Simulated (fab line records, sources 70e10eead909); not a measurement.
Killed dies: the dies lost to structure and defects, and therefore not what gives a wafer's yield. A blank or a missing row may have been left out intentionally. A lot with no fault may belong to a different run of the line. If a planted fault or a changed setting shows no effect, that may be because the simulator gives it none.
Comparing a struck lot with a sound one    flow nandHarc    13 steps out of a route of 1302
Sound: wafers L331.3, L331.5, L331.6. Struck: wafers L325.2, L325.3. (L325.4 of the same lot was not struck and is left out.) The cause comes at the end.
Each step with rows lists, per side, the tool, then ch with its chambers, then its first start. Under that, the readings that differ: sound wafers    struck wafers    difference of the means    sigmas: that difference in standard deviations of wafers without a fault.
alike: a reading whose means differ by less than 2 such deviations, as well as words and numbers matching on both sides. not compared: withheld readings; readings where some wafer has no value; bounds like >300 that might hide an equal value; numbers whose values overlap and for which the record gives no deviation.
The two part at a step that has a row with sigmas, a row that says differs or no value, or rows on one side only. When numbers do not overlap yet have no deviation, they are printed without sigmas and do not part them. Lack of a reading on every wafer of one side parts them only where that side has two or more wafers.

NHARC_A_SOURCE_PLATE_THK_MEAS_06: measures by ellipsometry.
  sound on filmMetro-02, day 15 20:44; struck on filmMetro-01, day 13 15:55
  alike: thkNm
NHARC_A_SOURCE_PLATE_INSPECT_08:
  sound on defectInspect-02, day 15 20:47; struck on defectInspect-01, day 13 15:58
  alike: rawDefectCount
after that, 1 step with no rows for these wafers: NHARC_A_ONON_D1_DEP_00 (target thk 1000 nm).
NHARC_A_ONON_D1_THK_MEAS_02: measures by ellipsometry.
  sound on filmMetro-02, day 15 21:22; struck on filmMetro-02, day 13 16:33
reading     sound           struck   difference  sigmas
thkNm (nm)  1015 1014 1016  992 993  -22         -2
after that, 1 step with no rows for these wafers: NHARC_A_ONON_D1_DEP_03 (target thk 1000 nm).
NHARC_A_ONON_D1_THK_MEAS_05: measures by ellipsometry.
  sound on filmMetro-02, day 15 21:56; struck on filmMetro-02, day 13 17:07
  alike: thkNm
after that, 1 step with no rows for these wafers: NHARC_A_ONON_D1_DEP_06 (target thk 1000 nm).
NHARC_A_ONON_D1_THK_MEAS_08: measures by ellipsometry.
  sound on filmMetro-02, day 15 22:30; struck on filmMetro-02, day 13 17:41
  alike: thkNm
after that, 1 step with no rows for these wafers: NHARC_A_ONON_D1_DEP_09 (target thk 1000 nm).
NHARC_A_ONON_D1_THK_MEAS_11: measures by ellipsometry.
  sound on filmMetro-02, day 15 23:04; struck on filmMetro-01, day 13 18:14
  alike: thkNm
NHARC_A_ONON_D1_DEP_12: target thk 1000 nm.
  sound on pecvdOnon-01 ch 0, day 15 23:14; struck on pecvdOnon-02 ch 0, day 13 18:22
NHARC_A_ONON_D1_THK_MEAS_14: measures by ellipsometry.
  sound on filmMetro-02, day 15 23:38; struck on filmMetro-02, day 13 18:59
reading     sound        struck     difference  sigmas
thkNm (nm)  986 984 985  1522 1524  +538        +60
  not compared: hold
-- break in the record here, with 17 days between the starts of the struck wafers on either side (left off in module A_ONON_D1, picked up again in module END, where the first step shown is number 1302 on the route) --
NHARC_END_SORT_01:
  sound on prober-01 ch 0, day 32 22:01; struck on prober-01 ch 0, day 30 09:38
reading        sound     struck                                           difference                    sigmas
hold           - - -     awaitDispo/1.9h/release awaitDispo/1.9h/release  no value on the sound wafers  
killedAtArray  62 84 78  674 673                                          +599                          +35
killedDies     64 88 80  677 677                                          +600                          +35
  alike: killedAtOther, killedAtPeriphery, killedOpen, killedShort

WHERE THEY PART
First at NHARC_A_ONON_D1_THK_MEAS_02; last, within this record, at NHARC_END_SORT_01.

WHY: what the simulator had put in
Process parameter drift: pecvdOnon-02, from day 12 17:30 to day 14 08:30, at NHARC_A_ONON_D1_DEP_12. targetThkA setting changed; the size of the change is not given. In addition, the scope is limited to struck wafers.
